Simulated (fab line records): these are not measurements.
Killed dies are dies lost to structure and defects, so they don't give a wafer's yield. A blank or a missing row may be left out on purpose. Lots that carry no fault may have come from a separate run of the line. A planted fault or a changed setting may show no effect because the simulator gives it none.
What tool caused it? :: flow n5 finfet :: 6 lots, 18 wafers sampled, at 2 steps of a route of 1938

WHAT THE GAUGES SHOWED, per wafer
N5_PASSIVATION_CD_MEAS_10 targets a cd of 3000 nm.
lot: L331
measured: day 11 21:11
on: cd sem-02
cd nm (nm): 3004.7 3001.3 3002.5

lot: L333
measured: day 13 00:41
on: cd sem-02
cd nm (nm): 3000.6 3005.1 3002.8

lot: L335
measured: day 12 19:35
on: cd sem-02
cd nm (nm): 2998.7 2996.9 2997.6

lot: L338
measured: day 14 05:30
on: cd sem-02
cd nm (nm): 3002.0 3002.9 2997.8

lot: L346
measured: day 16 23:22
on: cd sem-02
cd nm (nm): 2994.9 2996.1 2995.4

lot: L352
measured: day 18 08:04
on: cd sem-03
cd nm (nm): 2998.0 3000.2 2994.0

EACH LOT AND THE TOOL THAT RAN IT (in order: tool; ch and the chambers of the sampled wafers; start)
lot: L331
N5_DUMMY_REMOVAL_PRECLEAN_04: wet bench-03 ch 1,3,4, day 4 06:01

lot: L333
N5_DUMMY_REMOVAL_PRECLEAN_04: wet bench-03 ch 1,3,6, day 4 16:01

lot: L335
N5_DUMMY_REMOVAL_PRECLEAN_04: wet bench-02 ch 2,3,4, day 5 06:39

lot: L338
N5_DUMMY_REMOVAL_PRECLEAN_04: wet bench-04 ch 2,3,6, day 6 02:30

lot: L346
N5_DUMMY_REMOVAL_PRECLEAN_04: wet bench-03 ch 0,2,7, day 8 00:04

lot: L352
N5_DUMMY_REMOVAL_PRECLEAN_04: wet bench-02 ch 4,6,7, day 9 13:18
- N5_DUMMY_REMOVAL_PRECLEAN_04: cleans in DHF, time 37 s.

THE ANSWER, worked out from the rows above alone
Rule: usual is defined by the lots themselves. The widest of any qualifying gaps counts: lots, ordered by their means at a reading, are off when they make up no more than a third of the lots, leave a main group of 4 or more, and stand apart from it by 3 or more times the standard deviation of that group's means. If all means in a main group match to the digits the tables above print for the reading, that group is not used. Also off: a lot with no number at a reading for which 4 or more lots have one. Where the step has rows for the other lots, those lots are counted as sound.
Nothing can be told from this: no lot is off at any reading shown.

WHAT HAD BEEN PUT IN BY THE SIMULATOR
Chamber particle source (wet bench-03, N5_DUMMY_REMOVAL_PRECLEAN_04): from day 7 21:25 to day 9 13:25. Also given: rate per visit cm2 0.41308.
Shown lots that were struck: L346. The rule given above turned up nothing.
